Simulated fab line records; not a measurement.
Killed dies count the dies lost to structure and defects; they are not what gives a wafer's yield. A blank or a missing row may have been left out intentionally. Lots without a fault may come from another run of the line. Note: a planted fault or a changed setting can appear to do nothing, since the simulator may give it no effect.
Matching of chambers / flow nand_harc / NHARC_P_GATE_DESCUM_61 on rie_diel-07: 4 sister chambers
The step chemistry O2, time 3 s. 4 wafers are shown with their chamber, then 12 later ones without.

== WAFERS PAIRED WITH THEIR CHAMBERS ==
wafer=L087.3; chamber=0; drypump_motor_current_A (A)=6.3
wafer=L089.1; chamber=3; drypump_motor_current_A (A)=6.0
wafer=L089.3; chamber=2; drypump_motor_current_A (A)=5.5
wafer=L089.6; chamber=1; drypump_motor_current_A (A)=6.2

== WAFERS MISSING THEIR CHAMBER ==
wafer=L090.2; drypump_motor_current_A (A)=6.2
wafer=L090.5; drypump_motor_current_A (A)=6.0
wafer=L090.6; drypump_motor_current_A (A)=5.5
wafer=L091.1; drypump_motor_current_A (A)=5.5
wafer=L091.3; drypump_motor_current_A (A)=6.0
wafer=L091.6; drypump_motor_current_A (A)=6.0
wafer=L093.1; drypump_motor_current_A (A)=6.3
wafer=L093.5; drypump_motor_current_A (A)=5.5
wafer=L093.6; drypump_motor_current_A (A)=6.2
wafer=L097.2; drypump_motor_current_A (A)=6.0
wafer=L097.4; drypump_motor_current_A (A)=6.4
wafer=L097.5; drypump_motor_current_A (A)=6.2

== WHICH CHAMBER EACH ONE RAN IN ==
wafer=L090.2; from the rows above=1; in truth=1
wafer=L090.5; from the rows above=3; in truth=3
wafer=L090.6; from the rows above=2; in truth=2
wafer=L091.1; from the rows above=2; in truth=2
wafer=L091.3; from the rows above=3; in truth=3
wafer=L091.6; from the rows above=3; in truth=3
wafer=L093.1; from the rows above=0; in truth=0
wafer=L093.5; from the rows above=2; in truth=2
wafer=L093.6; from the rows above=1; in truth=1
wafer=L097.2; from the rows above=3; in truth=3
wafer=L097.4; from the rows above=0; in truth=0
wafer=L097.5; from the rows above=1; in truth=1
Correct placement for 12 of the 12. From these rows, 0 cannot be placed. Wrongly placed: 0.
How it was worked out, from the rows above alone: a wafer's distance from a chamber is the root of the sum, over the readings, of the square of ((its reading less the chamber's mean) divided by the reading's scatter). The wafer belongs to the nearest chamber; if the next one is less than 2 further off, it can't be placed. Each chamber's mean is taken over the wafers shown for it. The scatter (one wafer shown for each chamber): square how far every hidden wafer sits from the nearest shown wafer, average those squares and take the square root.
